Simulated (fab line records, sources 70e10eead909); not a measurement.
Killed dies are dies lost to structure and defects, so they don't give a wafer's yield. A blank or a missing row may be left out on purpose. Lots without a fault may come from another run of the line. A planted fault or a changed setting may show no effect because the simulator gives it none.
Which tool did it? | flow nand_harc | 11 lots, 33 wafers sampled, at 5 steps of a route of 1302

WHAT THE GAUGES READ, wafer by wafer
NHARC_A_SGD_CUT_THK_MEAS_22: measures by ellipsometry.
lot  | measured     | on            | thk_nm (nm)
L183 | day 19 18:49 | film_metro-02 | 146.0 147.2 147.6
L182 | day 19 18:50 | film_metro-02 | 146.0 146.3 146.7
L186 | day 21 22:50 | film_metro-02 | 149.8 146.3 148.2
L189 | day 22 04:58 | film_metro-01 | 145.4 149.5 147.1
L188 | day 22 10:15 | film_metro-01 | 148.3 148.3 145.6
L190 | day 22 23:55 | film_metro-02 | 146.3 148.9 145.6
L191 | day 23 15:08 | film_metro-01 | 146.9 149.7 117.5
L199 | day 26 16:01 | film_metro-01 | 145.2 148.9 148.0
L201 | day 27 08:21 | film_metro-02 | 148.3 149.0 147.8
L203 | day 28 15:31 | film_metro-02 | 146.3 148.8 146.7
L205 | day 29 07:47 | film_metro-01 | 145.6 147.6 145.1

WHICH TOOL RAN EACH LOT (tool, then ch and the chambers of the sampled wafers, then the start)
lot  | NHARC_A_STAIRCASE_DEP_471       | NHARC_A_SGD_CUT_ETCH_58            | NHARC_A_SGD_CUT_DEP_20       | NHARC_A_SGD_CUT_CMP_21
L183 | pecvd-03 ch 1,2, day 19 11:03   | rie_diel-04 ch 1,3, day 19 12:46   | fcvd-01 ch 0,1, day 19 13:52 | cmp-04 ch 0,1,2, day 19 18:36
L182 | pecvd-04 ch 1,2, day 19 11:09   | rie_diel-10 ch 0,1, day 19 12:56   | fcvd-02 ch 0,1, day 19 13:59 | cmp-01 ch 1,2, day 19 18:35
L186 | pecvd-03 ch 0,1, day 21 15:10   | rie_diel-09 ch 0,2, day 21 16:44   | fcvd-02 ch 1, day 21 17:49   | cmp-04 ch 0,1, day 21 22:35
L189 | pecvd-04 ch 0,2, day 21 22:46   | rie_diel-04 ch 1,2,3, day 22 00:22 | fcvd-01 ch 0,1, day 22 01:26 | cmp-04 ch 1,3, day 22 04:44
L188 | pecvd-04 ch 1,2, day 22 01:02   | rie_diel-04 ch 0,1,3, day 22 02:41 | fcvd-02 ch 0,1, day 22 03:46 | cmp-04 ch 0,1,2, day 22 10:00
L190 | pecvd-04 ch 0,1,2, day 22 14:52 | rie_diel-04 ch 0,3, day 22 16:38   | fcvd-02 ch 0,1, day 22 17:42 | cmp-01 ch 1,3, day 22 23:39
L191 | pecvd-01 ch 0,1, day 23 07:40   | rie_diel-10 ch 1,2,3, day 23 09:13 | fcvd-02 ch 0,1, day 23 10:14 | cmp-04 ch 0,2,3, day 23 14:53
L199 | pecvd-03 ch 0,2, day 26 08:23   | rie_diel-04 ch 0,2,3, day 26 09:58 | fcvd-01 ch 0,1, day 26 11:10 | cmp-04 ch 0,2,3, day 26 15:50
L201 | pecvd-03 ch 1,2, day 27 00:32   | rie_diel-10 ch 0,1, day 27 02:10   | fcvd-01 ch 0,1, day 27 03:16 | cmp-04 ch 0,1,3, day 27 08:08
L203 | pecvd-04 ch 0,1,2, day 28 07:44 | rie_diel-09 ch 0,1,3, day 28 09:23 | fcvd-02 ch 0,1, day 28 10:28 | cmp-04 ch 2,3, day 28 15:16
L205 | pecvd-01 ch 0,2, day 28 23:51   | rie_diel-04 ch 1,3, day 29 01:30   | fcvd-01 ch 0,1, day 29 02:35 | cmp-02 ch 0,1, day 29 07:32
- NHARC_A_STAIRCASE_DEP_471: deposits SiO2, target thk 100 nm.
- NHARC_A_SGD_CUT_ETCH_58: etches the open film in CF4, target depth 39 nm, time 65 s.
- NHARC_A_SGD_CUT_DEP_20: deposits SiO2, target thk 150 nm.
- NHARC_A_SGD_CUT_CMP_21: polishes, target thk 148.19 nm.

THE ANSWER, worked out from the rows above alone
Rule: what is usual is taken from the lots themselves. Put in order of their means at a reading, lots are off if they are a third of the lots or fewer, leave a main group of 4 or more, and stand apart from it by a gap of 3 or more times the standard deviation of the main group's means; of several such gaps the widest counts. A main group whose means are all the same, to the digits that the tables above print for the reading, isn't used. A lot without any number at a reading at which 4 lots or more have one is off too. The other lots that the step has rows for count as sound.
Off: L191, at NHARC_A_SGD_CUT_THK_MEAS_22 (thk_nm). The main group: mean 147.2 nm, standard deviation 0.66.
A tool fits if, at a process step before that reading, it ran every lot that is off, and no sound lot after the first of them. The gauges at NHARC_A_SGD_CUT_THK_MEAS_22 are tried like those tools. None of those tried fits.

WHAT THE SIMULATOR HAD PUT IN
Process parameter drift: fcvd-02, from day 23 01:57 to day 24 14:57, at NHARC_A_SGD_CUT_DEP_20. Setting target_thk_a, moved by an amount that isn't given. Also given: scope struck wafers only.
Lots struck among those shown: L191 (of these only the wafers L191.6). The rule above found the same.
